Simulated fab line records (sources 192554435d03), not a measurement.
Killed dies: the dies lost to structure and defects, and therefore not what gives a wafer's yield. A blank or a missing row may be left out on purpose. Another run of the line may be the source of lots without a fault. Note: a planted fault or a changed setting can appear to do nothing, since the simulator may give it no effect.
Split-lot study | flow n5Finfet | 39 wafers read from 7 lots, route of 1938 steps

THE SPLIT ITSELF
At N5_FIN_SAQP_FIN_ETCH_36 (etches the open film in HBr/Cl2/O2, target depth 120 nm, time 50.4 s), the setting biasW was moved away from the recipe's 102 W on 15 of the 39 wafers read, by -11.4% to +17.6%. This setting was run at the recipe's value on the other wafers.

FROM THE SPLIT TO THE READING: what the file shows between them, 3 steps
- N5_FIN_SAQP_PRECLEAN_38: cleans in O3/DIW, time 45 s
- N5_FIN_SAQP_PRECLEAN_45: cleans in dHF, time 10 s
- N5_FIN_SAQP_SRD_39: time 30 s

THE READING
trenchDepthNm, in nm, at N5_FIN_SAQP_OCD_MEAS_76. Typical for fault-free wafers on this fab line: 119.4 nm, with standard deviation 1.2 nm.

wafer  | tool, chamber at the split | biasW as run, W | against the recipe | trenchDepthNm, nm | against lot-mates on the recipe
L075.1 | rieSi-03, 2                | 118.4           | +16.1%             | 124.3             | +4.5
L075.2 | rieSi-03, 0                | 102             | recipe             | 118.7             | -
L075.3 | rieSi-03, 1                | 118.4           | +16.1%             | 124.9             | +5.1
L075.4 | rieSi-03, 3                | 102             | recipe             | 119.5             | -
L075.5 | rieSi-03, 2                | 102             | recipe             | 121.3             | -
L075.6 | rieSi-03, 1                | 118.4           | +16.1%             | 124.6             | +4.8
L080.3 | rieSi-06, 2                | 102             | recipe             | 119.9             | -
L080.4 | rieSi-06, 0                | 102             | recipe             | 118.8             | -
L080.6 | rieSi-06, 1                | 102             | recipe             | 118.4             | -
L082.1 | rieSi-03, 0                | 90.37           | -11.4%             | 115.9             | -4.6
L082.2 | rieSi-03, 3                | 90.37           | -11.4%             | 118.0             | -2.5
L082.3 | rieSi-03, 1                | 102             | recipe             | 122.1             | -
L082.4 | rieSi-03, 2                | 102             | recipe             | 119.2             | -
L082.5 | rieSi-03, 2                | 90.37           | -11.4%             | 116.2             | -4.3
L082.6 | rieSi-03, 3                | 102             | recipe             | 120.3             | -
L083.1 | rieSi-06, 3                | 120             | +17.6%             | 123.7             | +3.7
L083.2 | rieSi-06, 0                | 102             | recipe             | 120.5             | -
L083.3 | rieSi-06, 1                | 120             | +17.6%             | 123.1             | +3.1
L083.4 | rieSi-06, 2                | 102             | recipe             | 120.7             | -
L083.5 | rieSi-06, 0                | 120             | +17.6%             | 123.4             | +3.4
L083.6 | rieSi-06, 3                | 102             | recipe             | 118.9             | -
L088.1 | rieSi-05, 2                | 113             | +10.8%             | 120.7             | +1.7
L088.2 | rieSi-05, 3                | 102             | recipe             | 120.6             | -
L088.3 | rieSi-05, 1                | 113             | +10.8%             | 122.3             | +3.3
L088.4 | rieSi-05, 0                | 102             | recipe             | 118.6             | -
L088.5 | rieSi-05, 1                | 113             | +10.8%             | 122.4             | +3.4
L088.6 | rieSi-05, 0                | 102             | recipe             | 117.8             | -
L094.1 | rieSi-03, 2                | 102             | recipe             | 118.5             | -
L094.2 | rieSi-03, 0                | 102             | recipe             | 116.3             | -
L094.3 | rieSi-03, 1                | 102             | recipe             | 119.4             | -
L094.4 | rieSi-03, 3                | 102             | recipe             | 118.4             | -
L094.5 | rieSi-03, 3                | 102             | recipe             | 118.9             | -
L094.6 | rieSi-03, 2                | 102             | recipe             | 118.9             | -
L097.1 | rieSi-06, 2                | 116.9           | +14.6%             | 123.3             | +4.2
L097.2 | rieSi-06, 0                | 102             | recipe             | 118.8             | -
L097.3 | rieSi-06, 1                | 116.9           | +14.6%             | 123.8             | +4.7
L097.4 | rieSi-06, 3                | 116.9           | +14.6%             | 123.5             | +4.4
L097.5 | rieSi-06, 2                | 102             | recipe             | 120.3             | -
L097.6 | rieSi-06, 3                | 102             | recipe             | 118.2             | -

THE FIT
A straight line over all 39 wafers: trenchDepthNm changes by +0.265 nm for each +1% of biasW; r = +0.89; the points scatter about the line by 1.1 nm.
The same after taking each lot's own level away (the mean of its wafers on the recipe; 39 wafers): +0.272 nm for each +1%; r = +0.92; scatter 1 nm.
Per that fit: largest biasW move, reading shift of 4.8 nm.
Across the lots, their own levels run from 118.40 to 120.53 nm, a range of 1.8 times the standard deviation given above.
Consequently the slope shifts little with the lot-to-lot level, the two slopes agreeing.
Check: with one of the wafers moved furthest among these (+17.6%) left out of the fit, the line predicts +4.8 nm for it against its lot-mates. Against them it came out at +3.67 nm.

THESE WAFERS: OTHER SPLITS
Note: prior to the reading, these wafers also went through further splits. Each is held against what the fit with the lots' levels taken away leaves over:
other split on the same wafers   | wafers away from the commonest value | r with trenchDepthNm (lot level and that fit taken away)
N5_FIN_SAQP_SPACER1_ALD_24 tempC | 12                                   | +0.10

THE WHOLE CHAIN: every reading that the file lists as answering this split, in the file's order
step                    | what it does                                                         | reading                                                                  | change (the file's fit)               | r (the file's)
N5_FIN_SAQP_FIN_ETCH_36 | etches the open film in HBr/Cl2/O2, target depth 120 nm, time 50.4 s | etch.depthNm (the simulator's own value, which no gauge read)            | +0.265 nm for each +1% of the setting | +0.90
N5_FIN_SAQP_FIN_ETCH_36 | etches the open film in HBr/Cl2/O2, target depth 120 nm, time 50.4 s | FIN_SAQP.featureDepthNm (the simulator's own value, which no gauge read) | +0.261 nm for each +1% of the setting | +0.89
N5_FIN_SAQP_OCD_MEAS_76 |                                                                      | trenchDepthNm                                                            | +0.267 nm for each +1% of the setting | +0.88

FILE'S OWN FIT
trenchDepthNm changes by +0.267 nm for each +1% of biasW, r = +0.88.
